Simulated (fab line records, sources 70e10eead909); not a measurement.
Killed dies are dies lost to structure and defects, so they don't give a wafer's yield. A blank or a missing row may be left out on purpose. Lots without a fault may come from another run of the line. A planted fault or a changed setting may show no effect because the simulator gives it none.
Chamber matching | flow nand_harc | NHARC_P_GATE_DEP_103 on pecvd-04: 3 sister chambers
The step deposits SiON, target thk 30 nm. 3 wafers are shown with their chamber, then 10 later ones without.

WAFERS WITH THEIR CHAMBER
wafer  | chamber | heater_power_w (W)
L086.5 | 2       | 680
L087.1 | 0       | 629
L087.3 | 1       | 659

WAFERS WITHOUT THEIR CHAMBER
wafer  | heater_power_w (W)
L087.5 | 719
L088.2 | 614
L088.4 | 620
L088.6 | 753
L092.4 | 628
L092.5 | 605
L092.6 | 653
L096.1 | 564
L096.3 | 567
L096.6 | 673

WHICH CHAMBER EACH WENT THROUGH
wafer  | from the rows above          | in truth
L087.5 | can't be placed: 2 or 1 or 0 | 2
L088.2 | can't be placed: 0 or 1 or 2 | 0
L088.4 | can't be placed: 0 or 1 or 2 | 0
L088.6 | can't be placed: 2 or 1 or 0 | 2
L092.4 | can't be placed: 0 or 1 or 2 | 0
L092.5 | can't be placed: 0 or 1 or 2 | 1
L092.6 | can't be placed: 1 or 0 or 2 | 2
L096.1 | can't be placed: 0 or 1 or 2 | 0
L096.3 | can't be placed: 0 or 1 or 2 | 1
L096.6 | can't be placed: 2 or 1 or 0 | 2
Placed correctly: 0 of 10. Can't be placed from these rows: 10 (the true chamber is among the candidates in 10). Placed wrongly: 0.
How it was worked out, from the rows above alone: a wafer's distance from a chamber is the root of the sum, over the readings, of the square of ((its reading less the chamber's mean) divided by the reading's scatter). The wafer belongs to the nearest chamber; if the next one is less than 2 further off, it can't be placed. A chamber's mean is the mean of its shown wafers. The scatter: with one shown wafer a chamber, the root of the mean of the squares of how far each hidden wafer lies from its nearest shown one.
